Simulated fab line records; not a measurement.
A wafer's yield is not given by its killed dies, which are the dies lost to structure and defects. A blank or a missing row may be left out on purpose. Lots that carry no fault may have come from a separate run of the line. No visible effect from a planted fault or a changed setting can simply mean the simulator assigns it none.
Code-filled problem report in 8D (eight disciplines) form ; flow n5 finfet ; the parts of the form that need people (team, actions taken, sign-off) are left out

## 1. WHAT IS WRONG
Across 6 wafers from 2 lots, CJ_N at N5_BEOL_M4_RC_MEAS_101 averages 4.92, while fault-free wafers read 4.34 with a standard deviation of 0.071. Measured from the usual mean, that is +8.1 standard deviations.
Earliest sighting: wafer L467.2 on prober-01 at day 11 11:57. The record has a number at this step for 30 wafers belonging to 10 lots. Rule for "out" (also "out of limits"): further than 4 standard deviations from the usual mean. All remaining wafers that have a number are taken as sound.

## 2. WHAT IT IS, AND WHAT IT ISN'T
question;is;is not
which readings at this step;CJ_N;DIBL_N, DIBL_P, IOFF_N, ION_N, SS_N, SS_P
which lots;L467, L469;L453, L454, L456, L457, L463, L468, L471, L476
which wafers of those lots;all that have a number;-
read on which gauges;prober-01;prober-02
when;from day 11 11:57;"up to then (15 sound wafers); but 9 sound wafers of L468, L471, L476 came after"

## 3. THE SUSPECTS, EACH WITH WHAT RULES IT OUT
Counting: a tool at a process step up to the reading stays a suspect if it ran every lot that is out and no sound lot after the first of them.
- the gauge at N5_BEOL_M4_RC_MEAS_101: ruled out. All the wafers that are out were read on prober-01, but those of them that N5_WELL_APT_IMPLANT_32 has rows for are out there too, on other tools.
- implanter-01 at N5_WELL_APT_IMPLANT_32: kept. All lots that are out passed through it, beginning with L467 at day 5 03:13, and no sound lot followed; its final sound lot before that point was L463 at day 4 03:39. Its own dose ions cm2, faraday current uA readings are out on those wafers.
After counting, what remains is implanter-01 at N5_WELL_APT_IMPLANT_32.

## 4. THE CAUSE (what the simulator had put in)
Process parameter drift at N5_WELL_APT_IMPLANT_32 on implanter-01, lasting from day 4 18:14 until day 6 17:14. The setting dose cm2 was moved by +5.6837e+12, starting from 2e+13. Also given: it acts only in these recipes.
Counting left only this tool.

## 5. SEQUENCE OF EFFECTS, ordered by route
Each row: a reading whose mean over the struck wafers that have a number lies more than 3 standard deviations from the usual. Readings are gone through only where the record gives a usual standard deviation; hours: the median, over the lots, of the time from a lot's start at the first step in this table giving one to that lot's start at this step; sigmas: the change measured in usual standard deviations.
hours;step;reading;usual;on struck wafers;change;sigmas
0;N5_WELL_APT_IMPLANT_32;dose ions cm2;1.9999e+13;2.5689e+13;+5.6902e+12;+99 or more
0;N5_WELL_APT_IMPLANT_32;faraday current uA;254;328;+74;+15
148;N5_BEOL_M4_RC_MEAS_101;CJ_N;4.34;4.92;+0.58;+8.1
It contains these process steps:
- N5_WELL_APT_IMPLANT_32

## 6. HOW IT WOULD HAVE BEEN CAUGHT EARLIER
In this record the first reading out of limits at a measuring or inspecting step was taken at day 11 11:57, 162 hours after the fault began at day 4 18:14.
The tool's own readings at N5_WELL_APT_IMPLANT_32 were out on every struck wafer that the step has a row for (dose ions cm2, faraday current uA): an alarm limit on them would have fired on the first of those.
The start of N5_WELL_APT_IMPLANT_32 on implanter-01 came by day 11 11:57 for every one of the lots that are out (2). Had the tool been put on hold then, not one of them would have been saved.
